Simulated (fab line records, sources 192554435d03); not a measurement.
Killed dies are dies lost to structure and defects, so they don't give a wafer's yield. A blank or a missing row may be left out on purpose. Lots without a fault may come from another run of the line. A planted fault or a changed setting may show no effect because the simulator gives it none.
fab line records | flow n5_finfet
record lots=6 wafers=16 last_day=20
route steps=1938 shown DUMMY_REMOVAL@377 HKMG_FIN@385 BEOL_M4@1111 PASSIVATION@1936
lots that met no fault: from a run of the same line without faults
start_h: hours from the record's first day to the start of the lot's first wafer shown | wait_h: hours since the lot's step before | " the same as in the row above | L1.1+2: a row that stands for several wafers | - no value, or no start given | * or withheld: withheld | < > ~ a bound
route shown NAME@n: a module of which the file shows steps, and the number in the route of the first | usual: mean/standard deviation of fault-free wafers | same: alike in all rows | chamber/n: place in a boat | sites: the reading at each site | _std_site: their standard deviation | _edge_site: outer sites' mean less inner sites' | radius_mm: how far each site lies from the wafer's centre | mask NAME#n: copy n | behind: the tool/chamber that last shaped the wafer | hold: why the lot was held/for how many hours/how that ended | device: the transistor (n, p or np) that didn't switch | end of line: the same wafers' tests at the end of the route | a step without rows: its recipe alone | killed: dies lost to structure and defects at the first sort, not the wafer's yield | map: a wafer's dies, x killed, . not, _ none there
set.NAME: the setting as run; set.NAME@STEP: as run at that earlier step | model.NAME: the simulator's own value behind a step, which no gauge read
lots at some steps of the route; a table a step, a row a wafer
services: from which hour (start_h, from the record's first day; less than 0 if before it) a tool's chamber was out of use, for how many hours, and why
## steps
# step N5_DUMMY_REMOVAL_HM_STRIP_01
# recipe chemistry=CH3F/O2 material=SiNx target_depth_a=40 stop_on=poly-Si time_s=6.8 over_etch_frac=0.3 ion_energy_ev=60 power_w=410 bias_w=29 Ar_flow_sccm=150 CH3F_flow_sccm=30 O2_flow_sccm=20
# step N5_DUMMY_REMOVAL_STRIP_10
# recipe chemistry=N2/H2 time_s=40 power_w=100 temp_c=40 pressure_mtorr=100 rf_frequency_hz=6e+07 bias_power_w=3 n2_flow_sccm=300 h2_flow_sccm=300
# usual drypump_motor_current_A=5.7/0.32 h2_flow_sccm=300.0/0.84 oes_product_au=0.81/0.088 rf_vpp_V=45.2/0.88 showerhead_plenum_p_Torr=3.36/0.13 throttle_valve_pct=12.06/0.3
# columns lot.wafer tool chamber start_h wait_h drypump_motor_current_A h2_flow_sccm oes_product_au rf_hours_counter_h rf_vpp_V showerhead_plenum_p_Torr throttle_valve_pct
L869.1 rie_diel-06 3 71.20 0.0 5.4 300.2 0.97 8 45.5 3.29 11.80
L869.2 " 0 " " 6.2 301.1 0.85 65 46.9 3.38 11.72
L869.5 " 0 " " 6.2 301.0 0.84 - 45.0 3.38 11.71
L870.2 rie_diel-02 3 76.14 0.0 5.9 302.4 0.77 145 42.8 3.51 12.13
L870.4 " 2 " " 5.7 299.2 0.79 115 44.0 3.10 12.00
L870.5 " 2 " " 5.7 301.2 0.79 - 43.5 3.10 12.01
L877.1 rie_diel-06 3 123.41 0.0 5.4 299.9 0.94 16 44.8 3.29 11.82
L877.3 " 0 " " 6.3 300.1 0.83 73 43.7 3.38 11.74
L877.4 " 2 " " 5.2 300.0 0.93 8 45.7 3.46 11.74
L878.1 rie_diel-02 2 125.18 0.0 5.7 299.1 0.78 124 45.2 3.10 12.01
L878.6 " 3 " " 5.9 300.0 0.76 - 45.6 3.51 12.16
L884.1 rie_diel-06 3 158.00 0.0 5.4 300.1 0.93 21 44.7 3.29 11.83
L884.3 " 0 " " 6.3 301.3 0.82 77 44.4 3.38 11.74
L892.3 rie_diel-02 0 208.43 0.0 5.8 300.7 0.67 243 45.0 3.36 12.75
L892.5 " 0 " " 5.8 300.5 0.67 - 45.6 3.36 12.77
L892.6 " 2 " " 5.7 299.8 0.78 - 43.3 3.09 12.08
# step N5_DUMMY_REMOVAL_PRECLEAN_07
# recipe chemistry=dHF time_s=30 temp_c=25 dilution=withheld
# step N5_DUMMY_REMOVAL_DUMMY_REMOVE_02
# recipe chemistry=TMAH temp_c=70 target=poly-Si stop_on=SiO2 target_depth_nm=142 conc_wt_pct=5 time_s=57 dry=ipa_marangoni rinse_time_s=30 rinse_temp_c=23
# step N5_DUMMY_REMOVAL_INSPECT_06
# recipe inspect_instrument=brightfield mode=aei
# usual raw_defect_count=12/5.8
# columns lot.wafer tool chamber start_h wait_h raw_defect_count
L869.1 defect_inspect-02 - 71.36 0.0 10
L869.2 " - " " 13
L869.5 " - " " 15
L870.2 defect_inspect-02 - 76.31 0.0 11
L870.4 " - " " 13
L870.5 " - " " 8
L877.1 defect_inspect-01 - 123.57 0.0 17
L877.3 " - " " 7
L877.4 " - " " 19
L878.1 defect_inspect-02 - 125.35 0.0 17
L878.6 " - " " 22
L884.1 defect_inspect-01 - 158.16 0.0 12
L884.3 " - " " 12
L892.3 defect_inspect-02 - 208.59 0.0 7
L892.5 " - " " 9
L892.6 " - " " 11
# step N5_DUMMY_REMOVAL_PRECLEAN_08
# recipe chemistry=NF3:NH3 afs_cycles=2 temp_c=30 time_s=20 sublimation_temp_c=180 sublimation_time_s=60 pressure_torr=3 rf_power_w=30
# step N5_DUMMY_REMOVAL_PRECLEAN_04
# recipe chemistry=DHF time_s=37 temp_c=25 dilution=500:1
# step N5_DUMMY_REMOVAL_SRD_05
# recipe dry=ipa_marangoni do_ppb=5 time_s=30 temp_c=23 rinse_liquid=diw
# step N5_HKMG_FIN_IL_REGROW_00
# recipe material=SiO2 target_thk_a=7.5 chemistry=O3 temp_c=withheld time_s=30
# step N5_HKMG_FIN_HK_ALD_01
# recipe material=HfO2 target_thk_a=16 temp_c=withheld ald_precursor_family=HfCl4 ald_co_reactant=H2O pulse_time_s=3 purge_time_s=3 co_reactant_purge_time_s=2.5 co_reactant_pulse_time_s=0.3 ald_cycles=30
# step N5_HKMG_FIN_HK_ANNEAL_02
# recipe temp_c=700 time_s=30 ambient=N2 idle_temp_c=600 ramp_up_c_per_s=150 ramp_down_c_per_s=60 cool_to_c=600
# step N5_HKMG_FIN_ALD_74
# recipe material=La2O3 target_thk_a=5 temp_c=250 ald_precursor_family=La-Cp ald_co_reactant=O3 pulse_time_s=6 co_reactant_pulse_time_s=1 purge_time_s=3 co_reactant_purge_time_s=3
# usual heater_power_w=342/42 precursor_pulse_height_rel=1.001/0.02
# same co_reactant_purge_time_s=3
# columns lot.wafer tool chamber start_h wait_h heater_power_w precursor_pulse_height_rel
L869.1 ald_hk-01 2 72.12 0.2 432 1.001
L869.2 " 1 " " 310 1.002
L869.5 " 3 " " 381 0.980
L870.2 ald_hk-02 3 77.07 0.2 350 1.019
L870.4 " 0 " " 349 1.012
L870.5 " 3 " " 353 0.995
L877.1 ald_hk-02 2 124.33 0.2 326 0.988
L877.3 " 0 " " 343 1.019
L877.4 " 3 " " 344 0.989
L878.1 ald_hk-01 2 126.10 0.2 435 0.980
L878.6 " 0 " " 334 1.020
L884.1 ald_hk-01 0 158.92 0.2 324 1.022
L884.3 " 1 " " 321 1.003
L892.3 ald_hk-02 2 209.35 0.1 327 1.048
L892.5 " 1 " " 329 1.051
L892.6 " 2 " " 335 0.985
# step N5_HKMG_FIN_ALD_75
# recipe material=Al2O3 target_thk_a=10 temp_c=150 ald_precursor_family=TMA ald_co_reactant=H2O pulse_time_s=withheld co_reactant_pulse_time_s=1
# usual heater_power_w=148/18 precursor_pulse_height_rel=0.999/0.019
# columns lot.wafer tool chamber start_h wait_h heater_power_w precursor_pulse_height_rel model.Al2O3_of_HKMG_FIN_ALD_75.thk_nm
L869.1 ald_hk-01 2 72.19 0.0 184 1.018 1
L869.2 " 1 " " 132 0.953 1
L869.5 " 3 " " 158 1.000 1
L870.2 ald_hk-02 3 77.14 0.0 148 0.993 1
L870.4 " 0 " " 153 0.983 1
L870.5 " 3 " " 156 1.014 1
L877.1 ald_hk-02 2 124.41 0.0 142 1.043 1
L877.3 " 0 " " 146 0.993 1
L877.4 " 3 " " 150 0.972 1
L878.1 ald_hk-01 2 126.18 0.0 193 1.013 0.4
L878.6 " 0 " " 142 1.001 1
L884.1 ald_hk-01 0 158.99 0.0 143 1.018 0.4
L884.3 " 1 " " 133 1.001 0.4
L892.3 ald_hk-02 2 209.43 0.0 141 0.988 1
L892.5 " 1 " " 145 0.994 1
L892.6 " 2 " " 145 1.037 1
# step N5_HKMG_FIN_COAT_41
# recipe resist=SOC temp_c=250 time_s=60 spin_rpm=1500 resist_thk_nm=300
# step N5_HKMG_FIN_COAT_42
# recipe resist=SiARC temp_c=220 time_s=60 spin_rpm=1500 resist_thk_nm=35
# step N5_HKMG_FIN_COAT_43
# recipe resist=CAR-ArF spin_rpm=1500 resist_thk_nm=90
# step N5_HKMG_FIN_EBR_45
# recipe solvent=PGMEA ebr_width_mm=1.5
# step N5_HKMG_FIN_SOFTBAKE_44
# recipe temp_c=110 time_s=60 resist=CAR-ArF
# step N5_HKMG_FIN_EXPOSE_46
# recipe mask_id=NDIPOLE na=1.35 source_shape=conventional sigma_outer=0.8 polarization=unpolarized dose_mj=40
# step N5_HKMG_FIN_PEB_47
# recipe peb_temp_c=withheld peb_time_s=60 resist=CAR-ArF
# step N5_HKMG_FIN_DEVELOP_48
# recipe develop_time_s=30 developer=TMAH resist=CAR-ArF rinse_liquid=diw dry=air_spin dev_temp_c=23
# step N5_HKMG_FIN_CD_MEAS_49
# recipe target_cd_nm=202 landing_energy_ev=500 detector=se_inlens polarity=opening
# usual cd_nm=202.4/0.62
# columns lot.wafer tool chamber start_h wait_h cd_nm
L869.1 cd_sem-01 0 72.66 - 202.1
L869.2 " 0 " " 201.9
L869.5 " 0 " " 201.6
L870.2 cd_sem-03 0 77.61 - 203.2
L870.4 " 0 " " 203.0
L870.5 " 0 " " 203.5
L877.1 cd_sem-02 0 124.75 - 202.7
L877.3 " 0 " " 201.4
L877.4 " 0 " " 203.1
L878.1 cd_sem-02 0 126.52 - 201.1
L878.6 " 0 " " 201.6
L884.1 cd_sem-03 0 159.34 - 202.7
L884.3 " 0 " " 202.3
L892.3 cd_sem-03 0 209.90 - 201.6
L892.5 " 0 " " 202.1
L892.6 " 0 " " 201.4
# step N5_HKMG_FIN_OVL_MEAS_50
# recipe points_per_wafer=44
# usual NDIPOLE_OVL=0.4/0.78
# columns lot.wafer tool chamber start_h wait_h NDIPOLE_OVL[nm]
L869.1 overlay-01 0 72.69 0.0 1.5
L869.2 " 0 " " 0.7
L869.5 " 0 " " -0.1
L870.2 overlay-01 0 77.64 0.0 1.1
L870.4 " 0 " " 0.0
L870.5 " 0 " " 1.3
L877.1 overlay-01 0 124.78 0.0 0.8
L877.3 " 0 " " 0.0
L877.4 " 0 " " -0.5
L878.1 overlay-02 0 126.55 0.0 -1.1
L878.6 " 0 " " 0.2
L884.1 overlay-01 0 159.37 0.0 -0.2
L884.3 " 0 " " -0.2
L892.3 overlay-01 0 209.93 0.0 1.1
L892.5 " 0 " " 1.4
L892.6 " 0 " " 2.6
# step N5_HKMG_FIN_INSPECT_61
# recipe mode=adi inspect_instrument=macro
# usual raw_defect_count=1.9/1.4
# columns lot.wafer tool chamber start_h wait_h raw_defect_count
L869.1 defect_inspect-02 - 72.71 0.0 2
L869.2 " - " " 1
L869.5 " - " " 0
L870.2 defect_inspect-01 - 77.67 0.0 5
L870.4 " - " " 5
L870.5 " - " " 2
L877.1 defect_inspect-01 - 124.80 0.0 1
L877.3 " - " " 3
L877.4 " - " " 3
L878.1 defect_inspect-01 - 126.58 0.0 2
L878.6 " - " " 0
L884.1 defect_inspect-02 - 159.39 0.0 5
L884.3 " - " " 5
L892.3 defect_inspect-02 - 209.95 0.0 2
L892.5 " - " " 1
L892.6 " - " " 3
# step N5_HKMG_FIN_DESCUM_53
# recipe chemistry=O2 time_s=7.9 source_power_w=50 bias_power_w=20 pressure_mtorr=20 rf_frequency_hz=2.712e+07 temp_c=40 resist=CAR-ArF o2_flow_sccm=225
# step N5_HKMG_FIN_ETCH_54
# recipe chemistry=CF4 target=SiARC target_depth_a=455 mask_material=CAR-ArF time_s=75.8 ion_energy_ev=80 pressure_mtorr=40 source_w=545 bias_w=36 Ar_flow_sccm=100 cf4_flow_sccm=100 ends=cleared
# step N5_HKMG_FIN_ETCH_55
# recipe chemistry=N2/H2 target=SOC target_depth_a=2400 temp_c=40 time_s=300 ion_energy_ev=200 mask_material=SiARC pressure_mtorr=30 source_w=840 bias_w=150 n2_flow_sccm=200 h2_flow_sccm=200
# usual drypump_motor_current_A=5.6/0.53 h2_flow_sccm=199.9/0.64 oes_product_au=0.78/0.079 rf_vpp_V=523.6/2 showerhead_plenum_p_Torr=2.54/0.076 throttle_valve_pct=17.62/0.21
# columns lot.wafer tool chamber start_h wait_h drypump_motor_current_A h2_flow_sccm oes_product_au rf_hours_counter_h rf_vpp_V showerhead_plenum_p_Torr throttle_valve_pct
L869.1 rie_diel-01 2 72.84 0.0 5.2 198.9 0.73 203 519.0 2.41 17.50
L869.2 " 1 " " 5.0 199.7 0.76 132 528.2 2.70 18.02
L869.5 " 1 " " 5.1 199.4 0.77 - 528.3 2.70 18.02
L870.2 rie_diel-05 3 77.79 0.0 5.3 201.2 0.65 244 523.5 2.50 18.00
L870.4 " 0 " " 5.3 198.7 0.80 77 525.7 2.57 17.54
L870.5 " 3 " " 5.2 200.4 0.64 - 523.0 2.50 17.98
L877.1 rie_diel-04 0 124.93 0.0 5.7 200.3 0.69 213 524.2 2.49 17.54
L877.3 " 1 " " 6.4 200.5 0.92 17 526.0 2.62 17.91
L877.4 " 3 " " 6.5 199.2 0.72 192 526.2 2.62 17.55
L878.1 rie_diel-01 1 126.72 0.0 5.1 200.3 0.75 145 526.3 2.70 18.05
L878.6 " 1 " " 5.1 199.8 0.75 - 526.1 2.70 18.05
L884.1 rie_diel-05 2 159.51 0.0 5.4 199.6 0.79 130 524.9 2.54 17.40
L884.3 " 3 " " 5.2 200.4 0.96 11 522.9 2.49 17.58
L892.3 rie_diel-05 2 210.07 0.0 5.4 198.9 0.77 144 525.1 2.53 17.43
L892.5 " 1 " " 6.5 199.6 0.84 - 520.9 2.49 17.44
L892.6 " 2 " " 5.4 199.7 0.77 - 522.5 2.53 17.44
# step N5_HKMG_FIN_STRIP_56
# recipe chemistry=N2/H2 temp_c=40 n2_flow_sccm=200 h2_flow_sccm=200 rf_frequency_hz=6e+07
# step N5_HKMG_FIN_STRIP_57
# recipe chemistry=CF4 resist=SiARC power_w=300 bias_power_w=75 pressure_mtorr=50 cf4_flow_sccm=150 rf_frequency_hz=6e+07
# step N5_HKMG_FIN_ETCH_58
# recipe chemistry=N2/H2 target=SOC target_depth_a=2158 ion_energy_ev=50 bias_w=13 time_s=741 pressure_mtorr=30 source_w=875 n2_flow_sccm=200 h2_flow_sccm=200
# step N5_HKMG_FIN_STRIP_93
# recipe chemistry=N2/H2 material=SOC time_s=20 power_w=500 temp_c=40 pressure_mtorr=50 rf_frequency_hz=6e+07 bias_power_w=8 h2_frac=0.5 n2_flow_sccm=300 h2_flow_sccm=300
# usual drypump_motor_current_A=5.6/0.53 h2_flow_sccm=299.9/0.85 oes_product_au=0.78/0.08 rf_vpp_V=54.2/0.79 showerhead_plenum_p_Torr=3.35/0.097 throttle_valve_pct=18.7/0.35
# columns lot.wafer tool chamber start_h wait_h drypump_motor_current_A h2_flow_sccm oes_product_au rf_hours_counter_h rf_vpp_V showerhead_plenum_p_Torr throttle_valve_pct
L869.1 rie_diel-01 2 73.48 0.2 5.3 300.3 0.73 203 54.1 3.19 18.3
L869.2 " 1 " " 5.1 299.7 0.76 132 54.3 3.56 19.5
L869.5 " 1 " " 5.1 299.8 0.76 - 55.2 3.56 19.5
L870.2 rie_diel-05 3 78.43 0.2 5.3 301.1 0.64 245 54.4 3.30 19.4
L870.4 " 0 " " 5.3 299.5 0.82 78 54.2 3.39 18.5
L870.5 " 3 " " 5.3 300.0 0.65 - 54.4 3.30 19.4
L877.1 rie_diel-04 0 125.57 0.2 5.8 299.9 0.68 213 54.5 3.29 18.6
L877.3 " 1 " " 6.4 299.6 0.92 17 52.9 3.45 19.1
L877.4 " 3 " " 6.6 300.2 0.74 192 54.7 3.45 18.8
L878.1 rie_diel-01 1 127.35 0.2 5.1 299.4 0.75 146 53.9 3.56 19.5
L878.6 " 1 " " 5.1 299.4 0.74 - 53.7 3.56 19.5
L884.1 rie_diel-05 2 160.15 0.2 5.4 297.5 0.77 131 53.4 3.35 18.5
L884.3 " 3 " " 5.2 298.8 0.94 11 54.6 3.29 19.0
L892.3 rie_diel-05 2 210.71 0.2 5.4 299.9 0.77 145 55.1 3.35 18.6
L892.5 " 1 " " 6.4 300.3 0.86 - 55.6 3.29 18.5
L892.6 " 2 " " 5.4 301.1 0.77 - 53.3 3.35 18.6
# step N5_HKMG_FIN_WET_ETCH_76
# recipe chemistry=dNH4OH mix=1:50 temp_c=25 target=Al2O3 stop_on=La2O3 target_depth_nm=2.25 dry=ipa_marangoni rinse_time_s=30 rinse_temp_c=23
# step N5_HKMG_FIN_STRIP_60
# recipe chemistry=N2/H2 power_w=2500 temp_c=300 h2_frac=0.65 time_s=360 pressure_mtorr=withheld n2_flow_sccm=1750 h2_flow_sccm=3250
# usual drypump_motor_current_A=5.52/0.2 h2_flow_sccm=3250/9.3 heater_power_w=449/58
# columns lot.wafer tool chamber start_h wait_h drypump_motor_current_A h2_flow_sccm heater_power_w rf_hours_counter_h
L869.1 plasma_asher-01 1 73.63 0.0 5.54 3225 522 96
L869.2 " 0 " " 5.30 3247 395 96
L869.5 " 1 " " 5.55 3237 537 -
L870.2 plasma_asher-01 0 78.58 0.0 5.24 3247 393 96
L870.4 " 1 " " 5.53 3258 527 -
L870.5 " 1 " " 5.54 3246 526 -
L877.1 plasma_asher-01 0 125.72 0.0 5.27 3239 390 104
L877.3 " 0 " " 5.29 3247 388 -
L877.4 " 1 " " 5.50 3245 509 -
L878.1 plasma_asher-01 0 127.82 0.3 5.31 3259 389 105
L878.6 " 1 " " 5.50 3233 535 -
L884.1 plasma_asher-02 1 160.30 0.0 5.83 3243 429 50
L884.3 " 0 " " 5.63 3247 432 -
L892.3 plasma_asher-02 0 211.03 0.1 5.64 3259 433 -
L892.5 " 1 " " 5.84 3237 429 -
L892.6 " 0 " " 5.64 3253 440 -
# step N5_HKMG_FIN_WET_ETCH_77
# recipe chemistry=dHCl mix=1:10000 temp_c=25 target=La2O3 stop_on=HfO2 target_depth_nm=2
# columns lot.wafer tool chamber start_h wait_h model.Al2O3_of_HKMG_FIN_ALD_75.thk_nm
L869.1+2+5 wet_bench-06 5,1,3 74.01 0.3 1
L870.2+4+5 wet_bench-02 5,3,2 78.97 0.3 1
L877.1+3+4 wet_bench-05 6,3,2 126.10 0.3 1
L878.1 wet_bench-06 6 128.21 0.3 0.4
L878.6 " 7 " " 1
L884.1+3 wet_bench-05 4,1 160.69 0.3 0.4
L892.3+5+6 wet_bench-05 5,4,1 211.29 0.1 1
# step N5_HKMG_FIN_WET_ETCH_78
# recipe chemistry=dNH4OH mix=1:50 temp_c=25 target=Al2O3 stop_on=La2O3 target_depth_nm=4.5 dry=ipa_marangoni rinse_time_s=30 rinse_temp_c=23
# step N5_BEOL_M4_RC_MEAS_101
# usual DIBL_N=37.1/2.6 DIBL_P=38/3 IOFF_N=0.18/0.052 IOFF_P=0.25/0.06 ION_N=678/15 ION_P=467/8.6 SS_N=71.7/0.73 SS_P=73.7/0.89 VT_N=249/4.3 VT_P=-248/3.8
# columns lot.wafer tool chamber start_h wait_h DIBL_N[mV/V] DIBL_P[mV/V] IOFF_N[nA/um] IOFF_P[nA/um] ION_N[uA/um] ION_P[uA/um] SS_N[mV/dec] SS_P[mV/dec] VT_N[mV] VT_P[mV]
L870.2 prober-02 0 228.22 0.2 37.6 40 0.20 0.25 665 451 71.6 74.2 248 -251
L870.4 " 0 " " 37.6 40 0.21 0.25 683 463 71.7 73.8 244 -249
L870.5 " 0 " " 38.0 40 0.19 0.22 658 446 72.0 74.0 246 -252
L869.1 prober-01 0 230.79 0.0 35.2 37 0.16 0.23 667 465 71.4 73.5 252 -246
L869.2 " 0 " " 37.3 42 0.21 0.33 678 471 72.4 74.3 246 -243
L869.5 " 0 " " 37.4 38 0.22 0.24 671 457 73.1 73.1 249 -246
L878.1 prober-01 0 283.30 0.0 37.1 36 0.14 0.23 666 466 72.2 73.3 255 -248
L878.6 " 0 " " 37.1 38 0.17 0.23 691 476 71.6 72.9 247 -250
L877.1 prober-02 0 285.00 0.0 35.9 34 0.15 0.21 688 473 70.5 73.0 248 -248
L877.3 " 0 " " 40.0 39 0.22 0.29 679 467 73.0 74.0 247 -245
L877.4 " 0 " " 42.2 41 0.31 0.35 705 475 72.6 75.0 242 -241
L884.1 prober-01 0 317.15 0.0 35.4 36 0.13 0.24 662 470 71.3 73.9 255 -246
L884.3 " 0 " " 35.0 36 0.13 0.25 669 470 70.7 73.9 254 -245
L892.3 prober-02 0 375.66 0.3 38.1 39 0.22 0.27 683 469 72.4 74.3 245 -249
L892.5 " 0 " " 37.7 40 0.22 0.29 690 468 72.2 74.0 245 -247
L892.6 " 0 " " 40.0 42 0.27 0.34 699 472 72.8 74.7 242 -242
# step N5_PASSIVATION_PROBE_49
# usual defect_limited_yield=91.4/1.4 killed_at_M0_to_M3=34/9.1 killed_at_M4_up=14/5.2 killed_at_contacts=12/6.4 killed_at_front_end=38/11 killed_at_other=3.7/2.8 killed_dies=102/17 killed_open=68/13 killed_short=32/7.8 sort_bin_4_leakage=0.05/0.3 sort_bin_5_function=5.1/1 sort_bin_6_memory=3.2/0.66 sort_n_pass=1076/19 sort_yield_pct=91.2/1.6
# same gross_dies=1180 killed_at_back_side=0 sort_bin_8_speed[%]=0
# columns lot.wafer tool chamber start_h wait_h defect_limited_yield[%] killed_at_M0_to_M3 killed_at_M4_up killed_at_contacts killed_at_front_end killed_at_other killed_dies killed_open killed_short sort_bin_4_leakage[%] sort_bin_5_function[%] sort_bin_6_memory[%] sort_n_pass sort_yield_pct[%]
L869.1 prober-01 - 337.07 0.0 92.9 30 9 11 26 8 84 51 32 0 3.5 3.3 1096 92.9
L869.2 prober-01 - 337.12 0.1 90.7 57 8 7 32 6 110 75 35 0 5.2 3.7 1070 90.7
L869.5 prober-01 - 337.27 0.2 92.7 32 14 6 33 1 86 58 26 0 4.6 2.3 1094 92.7
L884.1 prober-02 - 422.42 0.0 92.9 20 14 14 32 4 84 44 36 0 3.8 2.9 1096 92.9
L884.3 prober-02 - 422.52 0.1 88.5 46 24 29 34 3 136 104 30 0 6.7 4.5 1044 88.5
# killed by level:class
L869.1 BEOL_M3:geometric_particle:open=12 MOL_CONTACT_COAG:geometric_particle:open=8 FIN_SAQP:geometric_particle:short=5 DUMMY_GATE:geometric_particle:open=5 BEOL_M4:geometric_particle:short=5 MIM_TOP_ETCH:geometric_particle:open=5 BEOL_M0_SAQP:geometric_particle:open=4 GATE_CUT:geometric_particle:short=4
L869.2 BEOL_M3:geometric_particle:open=15 BEOL_M2:geometric_particle:open=9 DUMMY_GATE:geometric_particle:open=7 BEOL_M0_SAQP:geometric_particle:open=7 BEOL_M0_SAQP:geometric_particle:short=7 BEOL_M1:geometric_particle:open=6 MOL_CONTACT_COAG:geometric_particle:open=5 BEOL_M3:geometric_particle:short=5
L869.5 BEOL_M2:geometric_particle:open=11 BEOL_M3:geometric_particle:open=11 STI_FIN_REVEAL:geometric_particle:open=6 FIN_SAQP:geometric_particle:short=5 DUMMY_GATE:geometric_particle:open=5 BEOL_M0_SAQP:geometric_particle:short=5 BEOL_M4:geometric_particle:open=5 FIN_SAQP:geometric_particle:open=4
L884.1 STI_FIN_REVEAL:geometric_particle:open=10 MOL_CONTACT_COAG:geometric_particle:open=10 BEOL_M0_SAQP:geometric_particle:short=5 BEOL_M1:geometric_particle:open=5 STI_FIN_REVEAL:geometric_particle:short=4 MOL_CONTACT_COAG:geometric_particle:short=4 BEOL_M13:coat_microbubble_printed=4 FIN_SAQP:geometric_particle:open=3
L884.3 MOL_CONTACT_COAG:geometric_particle:open=23 BEOL_M4:geometric_particle:open=17 STI_FIN_REVEAL:geometric_particle:open=14 BEOL_M0_SAQP:geometric_particle:open=13 BEOL_M1:geometric_particle:open=9 BEOL_M2:geometric_particle:open=8 DUMMY_GATE:geometric_particle:open=6 MOL_CONTACT_COAG:geometric_particle:short=6
## services
# columns tool chamber start_h hours kind
rie_diel-05 - 48.53 14.6 pm
rie_diel-06 2 51.91 - clean
rie_diel-06 2 51.91 - consumable_replace:focus_ring
rie_diel-06 2 51.91 21.0 scheduled_down
rie_diel-06 2 51.91 21.0 vent_cycle
rie_diel-02 0 58.65 9.9 repair
rie_diel-06 - 105.21 0.6 repair
rie_diel-05 3 105.73 - clean
rie_diel-05 3 105.73 - consumable_replace:focus_ring
plasma_asher-01 - 106.04 2.8 pm
rie_diel-01 1 110.94 3.2 repair
ald_hk-02 - 112.34 6.0 pm
plasma_asher-02 - 115.22 13.2 repair
rie_diel-01 - 123.84 1.0 repair
rie_diel-02 1 124.87 2.3 repair
rie_diel-04 0 130.04 8.7 repair
wet_bench-06 - 141.04 3.0 repair
rie_diel-01 - 147.93 0.5 repair
rie_diel-05 - 177.06 2.8 pm
rie_diel-05 - 188.93 0.2 repair
rie_diel-02 1 203.70 9.6 repair
rie_diel-04 3 206.48 9.8 repair
rie_diel-01 0 208.40 5.3 repair
rie_diel-05 - 208.65 0.6 repair
## key
first_sign none at tools or gauges
model_effect step=N5_HKMG_FIN_ALD_75 value=Al2O3_of_HKMG_FIN_ALD_75.thk_nm without=1 struck=0.4
model_effect step=N5_HKMG_FIN_WET_ETCH_77 value=Al2O3_of_HKMG_FIN_ALD_75.thk_nm without=1 struck=0.4
met_at N5_HKMG_FIN_ALD_75
struck_wafers L878.1,L884.1,L884.3
onset_between 72.19 126.18
fault kind=process_parameter_drift tool=ald_hk-01 chamber=- onset_h=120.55 steps=N5_HKMG_FIN_ALD_75 channel=target_thk_a offset=* shape=step end_h=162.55 scope=struck_wafers_only acts_in=* stated=*
